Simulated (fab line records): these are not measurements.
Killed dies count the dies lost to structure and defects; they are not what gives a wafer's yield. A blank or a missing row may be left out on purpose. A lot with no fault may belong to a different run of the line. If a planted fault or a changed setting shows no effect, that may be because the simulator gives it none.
A lot that was struck, set against a sound lot | flow nandHarc | 12 out of 1159 route steps
Sound: wafers L616.1, L616.2, L616.4. Struck: wafer L625.2 (left out: L625.3, L625.6 of the same lot, which were not struck); the cause appears at the end.
Order at every step that has rows: each side's tool, ch and its chambers, its first start. Under that, the readings that differ: sound wafers | struck wafers | difference of the means | sigmas: that difference in standard deviations of wafers without a fault.
alike: words and numbers the same on both sides, and readings whose means are apart by under 2 such deviations; not compared: readings that were withheld, readings missing a value for some wafer, numbers with overlapping values and no deviation given by the record, and bounds like >300 which may hide the same value.
The two part at a step that has a row with sigmas, a row that says differs or no value, or rows on one side only. Numbers that have no deviation but don't overlap get no sigmas and don't part them. Lack of a reading on every wafer of one side parts them only where that side has two or more wafers.

first, 1 step without rows for these wafers: NHARC_A_WL_FILL_CVD_23 (deposits poly-Si, target thk 40 nm, time 800 s).
NHARC_A_WL_FILL_ETCHBACK_26: etches the open film in HBr, target depth 52 nm, time 13.3 s.
  sound on rieSi-04 ch 0,1,2, day 16 05:24; struck on rieSi-03 ch 1, day 18 10:28
  alike: biasW, drypumpMotorCurrentA, oesProductAu, throttleValvePct
  not compared: rfHoursCounterH
then, 2 steps without rows for these wafers: NHARC_A_WL_FILL_PRECLEAN_30 (cleans in dHF, time 10 s); NHARC_A_WL_FILL_SRD_14.
NHARC_A_WL_FILL_ALD_19: deposits TiN, target thk 2 nm, pulse time 3 s, ald cycles 100.
  sound on aldMetal-01 ch 1,3, day 16 05:46; struck on aldMetal-04 ch 2, day 18 10:44
reading                 | sound             | struck | difference | sigmas
precursorPulseHeightRel | 0.959 0.990 1.013 | 1.036  | +0.049     | +2
  alike: heaterPowerW
NHARC_A_WL_FILL_CVD_20: deposits W, target thk 75 nm, time 5064 s.
  sound: cvdW-01 ch 0,1; struck: cvdW-02 ch 0
  alike: chamberPressureTorr, heaterPowerW, mfcArSccm, mfcH2Sccm, throttleValvePct
NHARC_A_WL_FILL_CMP_12: polishes, t overpolish 30 s, target thk 75 nm.
  sound on cmp-04 ch 1,2,3, day 16 15:05; struck on cmp-04 ch 2, day 18 15:58
  alike: motorCurrentA, overpolishRunS, timeToEndpointS
after that, 1 step had no rows for these wafers: NHARC_A_WL_FILL_SRD_31.
NHARC_A_WL_FILL_INSPECT_15:
  sound: defectInspect-01 at day 16 15:34; struck: defectInspect-01 at day 18 16:23
  alike: rawDefectCount
NHARC_A_CONTACT_DEP_24: deposits SiO2, target thk 500 nm.
  sound on pecvd-04 ch 0,1,2, day 16 15:38; struck on pecvd-03 ch 1, day 18 16:31
reading                 | sound             | struck | difference | sigmas
mfcPrecursorSccm (sccm) | 162.0 161.0 160.9 | 180.4  | +19.1      | +35
  alike: chamberPressureTorr, heaterPowerW, throttleValvePct
NHARC_A_CONTACT_DEP_28: deposits aC, target thk 3600 nm.
  sound on aclDep-03 ch 0, day 16 18:34; struck on aclDep-02 ch 0, day 18 21:38
reading | sound | struck                  | difference                   | sigmas
hold    | - - - | awaitDispo/2.5h/release | no value on the sound wafers | 
  alike: throttleValvePct
after that, 1 step had no rows for these wafers: NHARC_END_SORT_01.

== WHERE THEY PART ==
At NHARC_A_WL_FILL_ALD_19 first; at NHARC_A_CONTACT_DEP_28 last (within this record only).

WHY: what the simulator had put in
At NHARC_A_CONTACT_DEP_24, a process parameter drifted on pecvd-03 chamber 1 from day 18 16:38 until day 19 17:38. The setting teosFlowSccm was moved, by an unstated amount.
